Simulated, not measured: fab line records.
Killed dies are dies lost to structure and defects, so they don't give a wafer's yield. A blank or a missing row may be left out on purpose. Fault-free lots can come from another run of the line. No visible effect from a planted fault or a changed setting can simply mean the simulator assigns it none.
fab line records	flow n5-finfet
[record] lots = 11	wafers = 30	last-day = 18
route steps=1938 shown BEOL_M8@1354 PASSIVATION@1936
lots that met no fault: taken from a fault-free run of the same line
start-h: hours from the record's first day to the start of the lot's first wafer shown	wait-h: how many hours have passed since the lot's step before this one	" identical to the entry in the row above	L1.1+2: a row that stands for several wafers	- no value, or no start was given	* or withheld: withheld	< > ~ a bound
route shown NAME@n: names a module that has steps shown in the file, with the first one's number in the route	usual: mean/standard deviation taken from wafers without a fault	same: alike in all rows	chamber/n: place in a boat	sites: each site's reading	_std_site: the values' standard deviation	_edge_site: inner sites' mean taken away from outer sites' mean	radius-mm: how far each site lies from the wafer's centre	mask NAME#n: copy n	behind: tool/chamber where the wafer was last shaped	hold: the reason the lot was held/the length of the hold in hours/how it ended	device: the transistor (n, p or np) that didn't switch	end of line: the tests these same wafers got at the end of their route	for a step that has no rows: nothing shown but its recipe	killed: dies lost to structure and defects at the first sort, not the wafer's yield	map: shows each die of a wafer: x if killed, . if not, _ if none is there
set.NAME: the setting that was run; set.NAME@STEP: the one run at that earlier step	model.NAME: the simulator's own value behind a step, which no gauge read
the route's steps for a sample of lots (tables are steps, rows are wafers)
services: a tool's chamber out of use, with start hour (start-h, from the record's first day; less than 0 if before it), hours out, and reason
[[steps]]
[step N5_BEOL_M8_STRIP_19]
[recipe] chemistry = O2	power-w = 400	temp-c = 40	pressure-mtorr = 30	rf-frequency-hz = 6e+07	bias-power-w = 0	overash-fraction = 0.2	o2-flow-sccm = 225
[usual] drypump-motor-current-A = 5.7/0.48	oes-product-au = 0.81/0.072	rf-vpp-V = 3.7/0.6	showerhead-plenum-p-Torr = 2.08/0.068	throttle-valve-pct = 16.49/0.23
lot.wafer	tool	chamber	start-h	wait-h	drypump-motor-current-A	oes-product-au	rf-hours-counter-h	rf-vpp-V	showerhead-plenum-p-Torr	throttle-valve-pct
L782.1	rie-diel-04	2	194.52	0.1	4.9	0.84	60	4.0	2.13	16.35
L782.2	"	1	"	"	5.1	0.89	26	3.0	2.24	16.44
L782.5	"	2	"	"	4.9	0.84	-	3.4	2.13	16.34
L783.3	rie-diel-04	2	200.59	0.1	5.0	0.83	-	3.8	2.13	16.35
L783.4	"	1	"	"	5.2	0.87	-	4.3	2.24	16.46
L783.5	"	2	"	"	5.0	0.83	-	3.8	2.13	16.35
L785.3	rie-diel-01	0	209.76	0.1	5.7	0.70	188	4.5	2.17	16.60
L785.4	"	3	"	"	4.8	0.76	106	2.3	2.07	16.08
L785.5	"	1	"	"	5.5	0.90	-	3.8	2.16	16.23
L786.1	rie-diel-04	2	222.66	0.1	5.0	0.81	70	3.6	2.13	16.36
L786.3	"	1	"	"	5.1	0.86	37	4.3	2.24	16.46
L786.4	"	3	"	"	5.6	0.96	8	3.4	2.15	16.50
L788.2	rie-diel-01	1	237.48	0.2	5.5	0.88	30	4.0	2.15	16.24
L788.3	"	0	"	"	5.7	0.72	197	3.3	2.16	16.60
L788.4	"	2	"	"	5.6	0.87	48	4.7	2.13	16.53
L793.1	rie-diel-02	2	263.67	0.5	6.2	0.83	48	4.7	2.05	16.20
L793.2	"	0	"	"	6.2	0.86	44	3.0	2.01	16.64
L793.6	"	2	"	"	6.2	0.83	-	3.2	2.05	16.22
L796.1	rie-diel-02	0	289.45	0.1	6.2	0.85	55	2.8	2.01	16.66
L796.2	"	1	"	"	5.4	0.77	114	4.2	2.03	16.31
L796.5	"	3	"	"	6.1	0.70	-	3.2	2.06	16.88
L795.3	rie-diel-02	3	291.98	0.1	6.1	0.69	236	3.8	2.06	16.90
L795.4	"	0	"	"	6.2	0.84	55	3.6	2.01	16.68
L799.1	rie-diel-02	0	317.08	0.1	6.2	0.85	63	4.0	2.00	16.68
L799.3	"	1	"	"	5.4	0.75	124	3.1	2.03	16.34
L801.1	rie-diel-04	1	329.40	0.1	5.2	0.83	70	3.9	2.23	16.52
L801.4	"	2	"	"	5.0	0.78	103	3.0	2.12	16.43
L805.2	rie-diel-04	0	359.47	0.3	5.9	0.83	60	3.2	2.03	16.66
L805.4	"	1	"	"	5.2	0.83	79	3.8	2.22	16.54
L805.5	"	3	"	"	5.6	0.89	-	4.0	2.14	16.54
[step N5_BEOL_M8_ETCH_65]
[recipe] chemistry = CF4	target = SiARC	target-depth-a = 156	mask-material = CAR-EUV	time-s = 26	ion-energy-ev = 80	pressure-mtorr = 40	source-w = 545	bias-w = 36	Ar_flow_sccm = 100	cf4-flow-sccm = 100	ends = cleared
[usual] drypump-motor-current-A = 5.6/0.43	etch-rf-on-time-s = 26.1/0.94	oes-product-au = 0.69/0.066	rf-fwd-power-W = 531.8/2	rf-vpp-V = 184.0/1.1	showerhead-plenum-p-Torr = 2.15/0.055	throttle-valve-pct = 15.42/0.24
lot.wafer	tool	chamber	start-h	wait-h	drypump-motor-current-A	etch-rf-on-time-s	oes-product-au	rf-fwd-power-W	rf-hours-counter-h	rf-vpp-V	showerhead-plenum-p-Torr	throttle-valve-pct
L782.1	rie-diel-02	2	196.14	0.0	6.2	27.2	0.72	531.6	30	184.3	2.11	15.16
L782.2	"	0	"	"	6.2	24.5	0.80	532.3	23	184.2	2.10	15.69
L782.5	"	2	"	"	6.2	27.1	0.74	530.0	-	182.6	2.11	15.15
L783.3	rie-diel-01	3	201.19	0.0	4.8	25.8	0.67	531.6	102	185.2	2.15	15.15
L783.4	"	0	"	"	5.7	26.4	0.62	532.2	184	186.0	2.22	15.61
L783.5	"	0	"	"	5.6	26.7	0.61	534.8	-	185.9	2.22	15.62
L785.3	rie-diel-01	2	211.38	0.0	5.6	25.0	0.76	531.3	38	186.1	2.18	15.45
L785.4	"	0	"	"	5.7	26.4	0.61	530.9	188	184.9	2.22	15.61
L785.5	"	0	"	"	5.7	26.0	0.61	530.9	-	183.9	2.22	15.63
L786.1	rie-diel-01	3	225.93	0.0	4.8	26.0	0.66	531.8	112	184.1	2.14	15.18
L786.3	"	2	"	"	5.6	25.2	0.75	532.6	44	184.1	2.18	15.47
L786.4	"	0	"	"	5.6	26.4	0.61	533.4	194	183.4	2.22	15.64
L788.2	rie-diel-04	3	240.94	0.0	5.6	23.8	0.85	529.0	13	184.0	2.20	15.44
L788.3	"	1	"	"	5.2	25.9	0.75	532.1	41	185.1	2.28	15.41
L788.4	"	2	"	"	5.0	25.9	0.70	533.6	76	184.2	2.16	15.22
L793.1	rie-diel-01	2	268.71	0.0	5.6	25.3	0.72	529.1	60	183.4	2.17	15.49
L793.2	"	1	"	"	5.5	26.6	0.72	532.8	42	184.3	2.17	15.12
L793.6	"	1	"	"	5.5	26.5	0.72	533.8	-	186.0	2.17	15.11
L796.1	rie-diel-02	1	292.83	0.0	5.4	26.3	0.65	534.5	115	184.2	2.06	15.19
L796.2	"	3	"	"	6.1	27.0	0.58	532.4	236	183.4	2.11	15.87
L796.5	"	2	"	"	6.2	27.5	0.70	533.0	-	182.3	2.10	15.21
L795.3	rie-diel-01	0	298.91	0.0	5.6	26.8	0.59	531.4	221	185.2	2.21	15.68
L795.4	"	3	"	"	4.8	18.4	0.78	532.7	139	184.2	2.13	15.24
L799.1	rie-diel-01	1	318.31	0.0	5.5	19.2	0.85	531.7	60	185.3	2.17	15.16
L799.3	"	2	"	"	5.6	25.4	0.70	530.1	78	185.8	2.17	15.54
L801.1	rie-diel-01	2	331.71	0.0	5.6	18.0	0.86	529.9	83	183.7	2.16	15.56
L801.4	"	0	"	"	5.7	18.4	0.72	529.1	-	184.6	2.20	15.71
L805.2	rie-diel-02	1	361.10	0.0	5.4	26.3	0.64	529.5	138	183.8	2.05	15.22
L805.4	"	1	"	"	5.4	26.2	0.64	532.1	-	183.4	2.05	15.23
L805.5	"	2	"	"	6.2	27.9	0.65	531.0	-	182.3	2.09	15.26
[step N5_BEOL_M8_TRENCH_ETCH_37]
[recipe] chemistry = C4F6/O2	target-depth-a = 934.78	target = SiCOH_lowk	time-s = 31.2	ion-energy-ev = 250	pressure-mtorr = 30	source-w = 345	bias-w = 185	Ar_flow_sccm = 300	C4F6_flow_sccm = 10	O2_flow_sccm = 10
[usual] drypump-motor-current-A = 5.6/0.43	oes-product-au = 0.81/0.076	rf-fwd-power-W = 340.3/1.6	rf-vpp-V = 676/24	showerhead-plenum-p-Torr = 2.86/0.08	throttle-valve-pct = 20.75/0.26
lot.wafer	tool	chamber	start-h	wait-h	drypump-motor-current-A	oes-product-au	rf-fwd-power-W	rf-hours-counter-h	rf-vpp-V	showerhead-plenum-p-Torr	throttle-valve-pct
L782.1	rie-diel-02	2	-	-	6.2	0.87	340.2	31	705	2.80	20.43
L782.2	"	0	"	"	6.2	0.92	339.5	23	667	2.77	20.98
L782.5	"	2	"	"	6.2	0.87	338.7	-	703	2.80	20.44
L783.3	rie-diel-01	3	-	-	4.8	0.78	341.8	102	638	2.87	20.52
L783.4	"	0	"	"	5.7	0.72	343.3	185	702	2.95	20.83
L783.5	"	0	"	"	5.7	0.72	340.7	-	700	2.95	20.83
L785.3	rie-diel-01	2	-	-	5.6	0.88	339.0	38	666	2.91	20.95
L785.4	"	0	"	"	5.7	0.72	341.2	188	701	2.95	20.84
L785.5	"	0	"	"	5.6	0.71	340.9	-	702	2.95	20.83
L786.1	rie-diel-01	3	-	-	4.8	0.76	341.5	112	637	2.86	20.53
L786.3	"	2	"	"	5.6	0.87	337.7	44	666	2.91	20.96
L786.4	"	0	"	"	5.7	0.71	341.1	194	702	2.95	20.85
L788.2	rie-diel-04	3	-	-	5.6	0.96	341.1	13	644	2.95	21.02
L788.3	"	1	"	"	5.2	0.86	340.1	41	658	3.03	20.74
L788.4	"	2	"	"	5.0	0.82	338.1	76	685	2.88	20.65
L793.1	rie-diel-01	2	-	-	5.6	0.84	338.3	60	666	2.90	20.98
L793.2	"	1	"	"	5.5	0.85	342.7	42	711	2.90	20.44
L793.6	"	1	"	"	5.5	0.86	341.7	-	712	2.90	20.45
L796.1	rie-diel-02	1	-	-	5.4	0.76	342.3	115	667	2.73	20.37
L796.2	"	3	"	"	6.1	0.68	341.0	236	672	2.83	21.29
L796.5	"	2	"	"	6.2	0.81	339.2	-	703	2.78	20.47
L795.3	rie-diel-01	0	-	-	5.6	0.69	341.4	221	701	2.93	20.89
L795.4	"	3	"	"	4.8	0.73	339.6	140	638	2.85	20.57
L799.1	rie-diel-01	1	-	-	5.6	0.83	340.5	61	712	2.89	20.47
L799.3	"	2	"	"	5.6	0.83	339.9	78	664	2.90	20.99
L801.1	rie-diel-01	2	-	-	5.6	0.82	337.1	83	664	2.89	21.00
L801.4	"	0	"	"	5.7	0.69	342.7	-	702	2.93	20.89
L805.2	rie-diel-02	1	-	-	5.4	0.75	342.2	138	667	2.72	20.42
L805.4	"	1	"	"	5.4	0.75	341.0	-	667	2.72	20.39
L805.5	"	2	"	"	6.2	0.79	339.2	-	703	2.77	20.55
[step N5_BEOL_M8_STRIP_80]
[recipe] chemistry = N2/H2	time-s = 10	power-w = 450	temp-c = 40	pressure-mtorr = 20	rf-frequency-hz = 6e+07	bias-power-w = 7	n2-flow-sccm = 200	h2-flow-sccm = 200
[usual] drypump-motor-current-A = 5.6/0.43	oes-product-au = 0.81/0.073	rf-vpp-V = 59.0/0.9	showerhead-plenum-p-Torr = 2.55/0.073	throttle-valve-pct = 23.44/0.18
lot.wafer	tool	chamber	start-h	wait-h	drypump-motor-current-A	oes-product-au	rf-hours-counter-h	rf-vpp-V	showerhead-plenum-p-Torr	throttle-valve-pct
L782.1	rie-diel-02	2	-	-	6.2	0.87	31	59.8	2.49	23.22
L782.2	"	0	"	"	6.2	0.90	23	57.5	2.47	23.58
L782.5	"	2	"	"	6.2	0.86	-	58.8	2.49	23.21
L783.3	rie-diel-01	3	-	-	4.8	0.77	102	60.6	2.56	23.52
L783.4	"	0	"	"	5.7	0.73	185	58.8	2.63	23.25
L783.5	"	0	"	"	5.7	0.72	-	58.6	2.63	23.26
L785.3	rie-diel-01	2	-	-	5.6	0.90	38	59.9	2.58	23.56
L785.4	"	0	"	"	5.7	0.72	188	59.8	2.63	23.24
L785.5	"	0	"	"	5.7	0.71	-	57.8	2.63	23.25
L786.1	rie-diel-01	3	-	-	4.8	0.75	112	59.8	2.56	23.54
L786.3	"	2	"	"	5.6	0.89	44	57.7	2.58	23.54
L786.4	"	0	"	"	5.6	0.72	194	59.1	2.63	23.24
L788.2	rie-diel-04	3	-	-	5.6	0.95	13	59.2	2.60	23.49
L788.3	"	1	"	"	5.2	0.87	41	59.7	2.72	23.45
L788.4	"	2	"	"	5.0	0.82	76	59.5	2.58	23.87
L793.1	rie-diel-01	2	-	-	5.6	0.87	60	58.8	2.57	23.57
L793.2	"	1	"	"	5.5	0.86	42	59.7	2.57	23.17
L793.6	"	1	"	"	5.5	0.85	-	59.1	2.57	23.16
L796.1	rie-diel-02	1	-	-	5.4	0.76	115	58.3	2.45	23.40
L796.2	"	3	"	"	6.1	0.69	237	59.9	2.48	23.57
L796.5	"	2	"	"	6.2	0.80	-	59.5	2.48	23.24
L795.3	rie-diel-01	0	-	-	5.7	0.69	221	58.0	2.62	23.28
L795.4	"	3	"	"	4.8	0.73	140	59.5	2.54	23.55
L799.1	rie-diel-01	1	-	-	5.6	0.82	61	58.3	2.56	23.19
L799.3	"	2	"	"	5.6	0.83	78	59.7	2.56	23.60
L801.1	rie-diel-01	2	-	-	5.6	0.82	83	59.2	2.56	23.59
L801.4	"	0	"	"	5.7	0.68	-	59.4	2.61	23.30
L805.2	rie-diel-02	1	-	-	5.4	0.75	138	60.3	2.44	23.41
L805.4	"	1	"	"	5.4	0.75	-	59.7	2.44	23.40
L805.5	"	2	"	"	6.2	0.78	-	58.2	2.46	23.28
[step N5_PASSIVATION_PROBE_49]
[usual] defect-limited-yield = 91.5/1.5	killed_at_M0_to_M3 = 32/10	killed_at_M4_up = 13/4.9	killed-at-contacts = 13/6.1	killed-at-front-end = 38/11	killed-at-other = 3/3.2	killed-dies = 101/18	killed-open = 66/13	killed-short = 32/8.3	sort_bin_4_leakage = 0.00/0.018	sort_bin_5_function = 5.0/1	sort_bin_6_memory = 3.2/0.74	sort-n-pass = 1078/22	sort-yield-pct = 91.3/1.9
[same] gross-dies = 1180	killed-at-back-side = 0	sort_bin_8_speed[%] = 0
lot.wafer	tool	chamber	start-h	wait-h	defect-limited-yield[%]	killed_at_M0_to_M3	killed_at_M4_up	killed-at-contacts	killed-at-front-end	killed-at-other	killed-dies	killed-open	killed-short	sort_bin_4_leakage[%]	sort_bin_5_function[%]	sort_bin_6_memory[%]	sort-n-pass	sort-yield-pct[%]
L782.1	prober-02	-	269.13	0.0	89.9	36	12	29	37	5	119	73	42	0	6.3	3.5	1061	89.9
L782.2	prober-02	-	269.18	0.1	88.3	63	12	18	44	1	138	93	41	0	6.1	5.0	1042	88.3
L782.5	prober-02	-	269.33	0.2	89.8	38	7	22	48	5	120	78	39	0	5.3	4.2	1060	89.8
L785.3	prober-01	-	285.05	0.1	93.1	30	10	19	21	2	82	55	26	0	4.3	2.5	1098	93.1
L785.4	prober-01	-	285.10	0.2	94.9	14	9	12	25	0	60	37	19	0.08	2.9	1.9	1119	94.8
L785.5	prober-01	-	285.15	0.2	92.6	31	13	16	25	2	87	64	23	0	4.4	2.6	1093	92.6
L786.1	prober-01	-	300.42	0.0	91.4	28	19	9	43	2	101	75	23	0	5.1	3.4	1079	91.4
L786.3	prober-01	-	300.52	0.1	91.8	50	10	12	23	2	97	67	29	0	3.9	4.0	1083	91.8
L786.4	prober-01	-	300.57	0.2	88.2	35	25	12	63	4	139	92	45	0	6.8	4.5	1041	88.2
L799.1	prober-02	-	386.71	0.0	92.0	23	14	9	46	2	94	56	23	0	4.3	2.3	1086	92.0
L799.3	prober-02	-	386.81	0.1	91.6	15	12	12	58	2	99	56	42	0	4.4	3.6	1081	91.6
L801.1	prober-01	-	406.16	0.0	94.0	39	8	9	15	0	71	53	16	0	3.2	2.7	1109	94.0
L801.4	prober-01	-	406.31	0.2	90.8	49	13	10	36	1	109	68	40	0	6.3	2.7	1071	90.8
L805.2	prober-02	-	430.68	0.1	93.5	26	8	11	23	9	77	47	29	0	3.2	2.9	1103	93.5
L805.4	prober-02	-	430.78	0.2	90.3	43	17	9	44	2	115	73	38	0	5.5	3.7	1065	90.3
L805.5	prober-02	-	430.83	0.2	92.1	34	9	7	37	6	93	56	35	0	4.2	3.5	1087	92.1
// killed by level:class
L782.1 MOL_CONTACT_COAG:geometric-particle:open=22 BEOL_M0_SAQP:geometric-particle:open=13 BEOL_M0_SAQP:geometric-particle:short=10 DUMMY_GATE:geometric-particle:open=7 MOL_CONTACT_COAG:geometric-particle:short=7 FIN_SAQP:geometric-particle:short=6 BEOL_M4:geometric-particle:open=6 ILD0:geometric-particle:open=4
L782.2 MOL_CONTACT_COAG:geometric-particle:open=16 BEOL_M0_SAQP:geometric-particle:short=10 BEOL_M3:geometric-particle:open=10 FIN_SAQP:geometric-particle:short=8 STI_FIN_REVEAL:geometric-particle:open=8 BEOL_M1:geometric-particle:open=8 BEOL_M0_SAQP:geometric-particle:open=8 FIN_SAQP:geometric-particle:open=7
L782.5 MOL_CONTACT_COAG:geometric-particle:open=17 BEOL_M1:geometric-particle:open=11 STI_FIN_REVEAL:geometric-particle:open=10 FIN_SAQP:geometric-particle:open=9 GATE_CUT:geometric-particle:short=7 BEOL_M0_SAQP:geometric-particle:short=7 DUMMY_GATE:geometric-particle:open=5 BEOL_M0_SAQP:geometric-particle:open=5
L785.3 MOL_CONTACT_COAG:geometric-particle:open=17 BEOL_M2:geometric-particle:open=7 FIN_SAQP:geometric-particle:short=5 STI_FIN_REVEAL:geometric-particle:open=5 BEOL_M0_SAQP:geometric-particle:short=5 FIN_SAQP:geometric-particle:open=4 BEOL_M1:geometric-particle:open=4 BEOL_M2:geometric-particle:short=4
L785.4 MOL_CONTACT_COAG:geometric-particle:open=7 FIN_SAQP:geometric-particle:short=5 STI_FIN_REVEAL:geometric-particle:open=5 BEOL_M2:geometric-particle:open=5 BEOL_M0_SAQP:geometric-particle:open=4 FIN_SAQP:geometric-particle:open=3 MOL_CONTACT_COAG:geometric-particle:short=3 STARTING-WAFER:geometric-particle:open=3
L785.5 MOL_CONTACT_COAG:geometric-particle:open=11 BEOL_M1:geometric-particle:open=9 BEOL_M0_SAQP:geometric-particle:open=8 DUMMY_GATE:geometric-particle:open=5 MOL_CONTACT_COAG:geometric-particle:short=5 BEOL_M2:geometric-particle:open=5 BEOL_M4:geometric-particle:open=5 STI_FIN_REVEAL:geometric-particle:open=4
L786.1 STI_FIN_REVEAL:geometric-particle:open=18 MOL_CONTACT_COAG:geometric-particle:open=7 BEOL_M2:geometric-particle:open=7 BEOL_M3:geometric-particle:open=7 STARTING-WAFER:geometric-particle:open=6 STI_FIN_REVEAL:geometric-particle:short=5 BEOL_M5:geometric-particle:open=5 BEOL_M1:geometric-particle:open=5
L786.3 BEOL_M3:geometric-particle:open=16 MOL_CONTACT_COAG:geometric-particle:open=10 BEOL_M1:geometric-particle:open=7 BEOL_M3:geometric-particle:short=7 FIN_SAQP:geometric-particle:short=6 BEOL_M0_SAQP:geometric-particle:open=6 BEOL_M2:geometric-particle:open=5 BEOL_M4:geometric-particle:open=5
L786.4 STI_FIN_REVEAL:geometric-particle:open=15 FIN_SAQP:geometric-particle:short=13 BEOL_M3:geometric-particle:open=11 MOL_CONTACT_COAG:geometric-particle:open=10 BEOL_M1:geometric-particle:open=9 FIN_SAQP:geometric-particle:open=8 BEOL_M0_SAQP:geometric-particle:short=8 BEOL_M4:geometric-particle:open=8
L799.1 HKMG_FIN:area-etch=15 BEOL_M0_SAQP:geometric-particle:short=10 STI_FIN_REVEAL:geometric-particle:open=9 MOL_CONTACT_COAG:geometric-particle:open=9 BEOL_M0_SAQP:geometric-particle:open=7 GATE_CUT:geometric-particle:open=4 BEOL_M5:geometric-particle:open=4 FIN_SAQP:geometric-particle:open=3
L799.3 FIN_SAQP:geometric-particle:open=13 FIN_SAQP:geometric-particle:short=10 BEOL_M4:geometric-particle:open=8 MOL_CONTACT_COAG:geometric-particle:open=7 DUMMY_GATE:geometric-particle:short=5 MOL_CONTACT_COAG:geometric-particle:short=5 STI_FIN_REVEAL:geometric-particle:open=4 GATE_CUT:geometric-particle:short=4
L801.1 MOL_CONTACT_COAG:geometric-particle:open=9 BEOL_M3:geometric-particle:open=9 BEOL_M1:geometric-particle:open=7 BEOL_M0_SAQP:geometric-particle:open=6 BEOL_M2:geometric-particle:open=6 FIN_SAQP:geometric-particle:open=5 BEOL_M0_SAQP:geometric-particle:short=3 BEOL_M3:geometric-particle:short=3
L801.4 BEOL_M3:geometric-particle:open=10 BEOL_M0_SAQP:geometric-particle:short=9 FIN_SAQP:geometric-particle:open=8 BEOL_M4:geometric-particle:open=8 STI_FIN_REVEAL:geometric-particle:open=8 BEOL_M2:geometric-particle:open=7 FIN_SAQP:geometric-particle:short=6 MOL_CONTACT_COAG:geometric-particle:open=6
L805.2 STI_FIN_REVEAL:geometric-particle:open=6 MOL_CONTACT_COAG:geometric-particle:open=6 BEOL_M0_SAQP:geometric-particle:open=6 BEOL_M2:geometric-particle:open=6 BEOL_M2:geometric-particle:short=6 MOL_CONTACT_COAG:geometric-particle:short=5 MIM_TOP:geometric-particle:short=5 FIN_SAQP:geometric-particle:short=3
L805.4 FIN_SAQP:geometric-particle:short=13 BEOL_M2:geometric-particle:open=12 FIN_SAQP:geometric-particle:open=11 BEOL_M3:geometric-particle:open=9 BEOL_M0_SAQP:geometric-particle:short=9 MOL_CONTACT_COAG:geometric-particle:open=8 BEOL_M0_SAQP:geometric-particle:open=8 BEOL_M5:geometric-particle:open=5
L805.5 STI_FIN_REVEAL:geometric-particle:open=8 BEOL_M3:geometric-particle:open=8 BEOL_M0_SAQP:geometric-particle:short=6 FIN_SAQP:geometric-particle:short=5 FIN_SAQP:geometric-particle:open=5 DUMMY_GATE:geometric-particle:open=4 MOL_CONTACT_COAG:geometric-particle:open=4 BEOL_M0_SAQP:geometric-particle:open=4
[[services]]
tool	chamber	start-h	hours	kind
rie-diel-04	1	173.76	7.8	repair
rie-diel-04	3	182.36	-	clean
rie-diel-04	3	182.36	-	consumable-replace:focus-ring
rie-diel-04	3	182.36	21.1	scheduled-down
rie-diel-04	3	182.36	21.1	vent-cycle
rie-diel-02	2	220.06	5.1	repair
rie-diel-02	-	236.00	4.0	repair
rie-diel-04	-	260.98	14.6	pm
rie-diel-04	3	277.80	22.7	repair
rie-diel-04	-	278.13	2.0	repair
rie-diel-04	3	321.91	5.7	repair
rie-diel-01	1	325.21	10.6	repair
rie-diel-02	3	333.97	-	clean
rie-diel-02	3	333.97	-	consumable-replace:focus-ring
rie-diel-02	3	333.97	38.0	scheduled-down
rie-diel-02	3	333.97	38.0	vent-cycle
rie-diel-04	1	338.19	8.8	repair
rie-diel-02	1	353.41	5.8	repair
[[key]]
[first-sign] step = N5_BEOL_M8_ETCH_65	reading = etch-rf-on-time-s	direction = down	sigmas = 8.1	usual = *	struck = *
effect none on later readings
met-at N5_BEOL_M8_ETCH_65
struck-lots L795,L799,L801
struck-wafers L795.4,L799.1,L801.1,L801.4
[baseline-loss] step = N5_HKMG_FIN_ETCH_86	wafers = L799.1
not-acting-at N5_BEOL_M8_STRIP_19,N5_BEOL_M8_TRENCH_ETCH_37,N5_BEOL_M8_STRIP_80
onset-between 268.71 298.91
[fault] kind = process-parameter-drift	tool = rie-diel-01	chamber = -	onset-h = 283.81	steps = N5_BEOL_M8_ETCH_65	channel = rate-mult	offset = 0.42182	shape = step	end-h = 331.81	scope = struck-wafers-only
// baseline-loss: these wafers lose ten dies or more at that step, a loss of the line's own and not of a fault; the sort's usual values leave them out
